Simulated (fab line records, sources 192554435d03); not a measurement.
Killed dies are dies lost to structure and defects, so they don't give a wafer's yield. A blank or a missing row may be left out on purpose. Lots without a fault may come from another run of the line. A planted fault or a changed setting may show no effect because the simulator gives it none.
Split-lot experiment | flow n5_finfet | 7 lots, 21 wafers read, on a route of 1938 steps

THE SPLIT
At N5_BEOL_M15_COAT_22 (resist thk 800 nm), the setting spin_rpm was moved away from the recipe's 1704 rpm on 6 of the 21 wafers read, by -7.3% to +8.9%. The other wafers ran this setting at the recipe's value.

FROM THE SPLIT TO THE READING: what the file shows between them, 3 steps
- N5_BEOL_M15_EBR_24
- N5_BEOL_M15_SOFTBAKE_23: time 60 s
- N5_BEOL_M15_DESCUM_33: chemistry O2, time 7.9 s

THE READING
coat_of_BEOL_M15_COAT_22.thk_nm (the simulator's own value, which no gauge read), in nm, at N5_BEOL_M15_ETCH_61 (etches BARC in N2/H2, target depth 89 nm, overetch 26.7 nm, time 67.9 s). The file gives no usual value for it. The 15 wafers here that ran the recipe average 716.7 nm, standard deviation 2.7 nm.

wafer  | tool, chamber at the split | spin_rpm as run, rpm | against the recipe | coat_of_BEOL_M15_COAT_22.thk_nm, nm | against lot-mates on the recipe
L077.1 | litho_track-05, 0          | 1704                 | recipe             | 716.2                               | -
L077.2 | litho_track-05, 0          | 1704                 | recipe             | 719.6                               | -
L077.4 | litho_track-05, 0          | 1704                 | recipe             | 717                                 | -
L079.2 | litho_track-05, 0          | 1704                 | recipe             | 716.2                               | -
L079.4 | litho_track-05, 0          | 1704                 | recipe             | 716.8                               | -
L079.6 | litho_track-05, 0          | 1704                 | recipe             | 713.2                               | -
L081.2 | litho_track-03, 0          | 1704                 | recipe             | 720.2                               | -
L081.4 | litho_track-03, 0          | 1704                 | recipe             | 720.8                               | -
L081.5 | litho_track-03, 0          | 1704                 | recipe             | 722                                 | -
L083.2 | litho_track-04, 0          | 1704                 | recipe             | 713.8                               | -
L083.5 | litho_track-04, 0          | 1704                 | recipe             | 714.8                               | -
L083.6 | litho_track-04, 0          | 1704                 | recipe             | 714.8                               | -
L090.1 | litho_track-05, 0          | 1855                 | +8.9%              | 683.6                               | -29.0
L090.3 | litho_track-05, 0          | 1855                 | +8.9%              | 682.4                               | -30.2
L090.4 | litho_track-05, 0          | 1704                 | recipe             | 712.6                               | -
L091.2 | litho_track-03, 0          | 1704                 | recipe             | 716.6                               | -
L091.4 | litho_track-03, 0          | 1630                 | -4.3%              | 732.2                               | +15.6
L091.6 | litho_track-03, 0          | 1630                 | -4.3%              | 736.8                               | +20.2
L092.1 | litho_track-04, 0          | 1704                 | recipe             | 716.4                               | -
L092.5 | litho_track-04, 0          | 1579                 | -7.3%              | 746.2                               | +29.8
L092.6 | litho_track-04, 0          | 1579                 | -7.3%              | 742.6                               | +26.2

THE FIT
A straight line over all 21 wafers: coat_of_BEOL_M15_COAT_22.thk_nm changes by -3.83 nm for each +1% of spin_rpm; r = -0.99; the points scatter about the line by 2.6 nm.
The same after taking each lot's own level away (the mean of its wafers on the recipe; 21 wafers): -3.6 nm for each +1%; r = -0.99; scatter 1.7 nm.
On that fit, the largest move of spin_rpm shifts the reading by 32 nm.
The lots' own levels span 712.60 to 721.00 nm, that is 3.1 times the standard deviation above.
So the lot-to-lot level changes the slope little: the two slopes agree.
Check: with one of the wafers moved furthest among these (+8.9%) left out of the fit, the line predicts -32.4 nm for it against its lot-mates. It came out at -29 nm against them.

OTHER SPLITS ON THESE WAFERS
These wafers also went through other splits before the reading. Each is held against what the fit with the lots' levels taken away leaves over:
other split on the same wafers        | wafers away from the commonest value | r with coat_of_BEOL_M15_COAT_22.thk_nm (lot level and that fit taken away)
N5_BEOL_M11_COAT_05 spin_rpm          | 7                                    | +0.23
N5_BEOL_M11_ETCH_62 time_s            | 7                                    | -0.04
N5_BEOL_M13_EXPOSE_25 dose_mj         | 5                                    | -0.12
N5_BEOL_M13_DEVELOP_27 develop_time_s | 3                                    | -0.22
N5_BEOL_M14_EXPOSE_25 dose_mj         | 6                                    | -0.22

THE WHOLE CHAIN: every reading that the file lists as answering this split, in the file's order
step                | what it does                                                            | reading                                                                          | change (the file's fit)              | r (the file's)
N5_BEOL_M15_COAT_22 | resist thk 800 nm                                                       | coat_of_BEOL_M15_COAT_22.thk_nm (the simulator's own value, which no gauge read) | -3.85 nm for each +1% of the setting | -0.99
N5_BEOL_M15_ETCH_61 | etches BARC in N2/H2, target depth 89 nm, overetch 26.7 nm, time 67.9 s | coat_of_BEOL_M15_COAT_22.thk_nm (the simulator's own value, which no gauge read) | -3.61 nm for each +1% of the setting | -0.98

THE FILE'S OWN FIT
coat_of_BEOL_M15_COAT_22.thk_nm changes by -3.61 nm for each +1% of spin_rpm, r = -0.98.
